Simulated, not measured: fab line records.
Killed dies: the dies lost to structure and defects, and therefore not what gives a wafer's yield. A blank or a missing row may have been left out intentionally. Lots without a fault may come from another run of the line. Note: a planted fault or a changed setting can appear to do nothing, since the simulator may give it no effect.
Matching of chambers || flow nand harc || NHARC_A_STAIRCASE_ETCH_313 on rie diel-05 has 4 sister chambers
The step etches the open film in CF4/CHF3. 4 wafers are shown with their chamber, then 12 later ones without.

EACH WAFER AND ITS CHAMBER
{"wafer": "L088.1", "chamber": 1, "showerhead plenum p Torr (Torr)": 1.49}
{"wafer": "L088.6", "chamber": 2, "showerhead plenum p Torr (Torr)": 1.56}
{"wafer": "L091.3", "chamber": 3, "showerhead plenum p Torr (Torr)": 1.68}
{"wafer": "L091.5", "chamber": 0, "showerhead plenum p Torr (Torr)": 1.48}

WAFERS WITHOUT THEIR CHAMBER
{"wafer": "L090.1", "showerhead plenum p Torr (Torr)": 1.49}
{"wafer": "L090.4", "showerhead plenum p Torr (Torr)": 1.68}
{"wafer": "L090.5", "showerhead plenum p Torr (Torr)": 1.49}
{"wafer": "L092.3", "showerhead plenum p Torr (Torr)": 1.55}
{"wafer": "L092.5", "showerhead plenum p Torr (Torr)": 1.49}
{"wafer": "L092.6", "showerhead plenum p Torr (Torr)": 1.55}
{"wafer": "L097.1", "showerhead plenum p Torr (Torr)": 1.55}
{"wafer": "L097.2", "showerhead plenum p Torr (Torr)": 1.68}
{"wafer": "L097.6", "showerhead plenum p Torr (Torr)": 1.47}
{"wafer": "L095.1", "showerhead plenum p Torr (Torr)": 1.68}
{"wafer": "L095.3", "showerhead plenum p Torr (Torr)": 1.47}
{"wafer": "L095.5", "showerhead plenum p Torr (Torr)": 1.68}

EACH ONE'S CHAMBER
{"wafer": "L090.1", "from the rows above": "can't be placed: 1 or 0", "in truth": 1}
{"wafer": "L090.4", "from the rows above": 3, "in truth": 3}
{"wafer": "L090.5", "from the rows above": "can't be placed: 1 or 0", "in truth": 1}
{"wafer": "L092.3", "from the rows above": 2, "in truth": 2}
{"wafer": "L092.5", "from the rows above": "can't be placed: 1 or 0", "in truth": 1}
{"wafer": "L092.6", "from the rows above": 2, "in truth": 2}
{"wafer": "L097.1", "from the rows above": 2, "in truth": 2}
{"wafer": "L097.2", "from the rows above": 3, "in truth": 3}
{"wafer": "L097.6", "from the rows above": "can't be placed: 0 or 1", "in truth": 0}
{"wafer": "L095.1", "from the rows above": 3, "in truth": 3}
{"wafer": "L095.3", "from the rows above": "can't be placed: 0 or 1", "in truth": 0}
{"wafer": "L095.5", "from the rows above": 3, "in truth": 3}
7 of 12 placed correctly. Can't be placed from these rows: 5 (the true chamber is among the candidates in 5). Number placed wrongly: 0.
How it was worked out, from the rows above alone: a wafer's distance from a chamber is the root of the sum, over the readings, of the square of ((its reading less the chamber's mean) divided by the reading's scatter). The wafer belongs to the nearest chamber; if the next one is less than 2 further off, it can't be placed. A chamber's mean is the mean of its shown wafers. The scatter: root of mean squared gap, hidden wafer to nearest shown wafer, with one shown wafer a chamber.
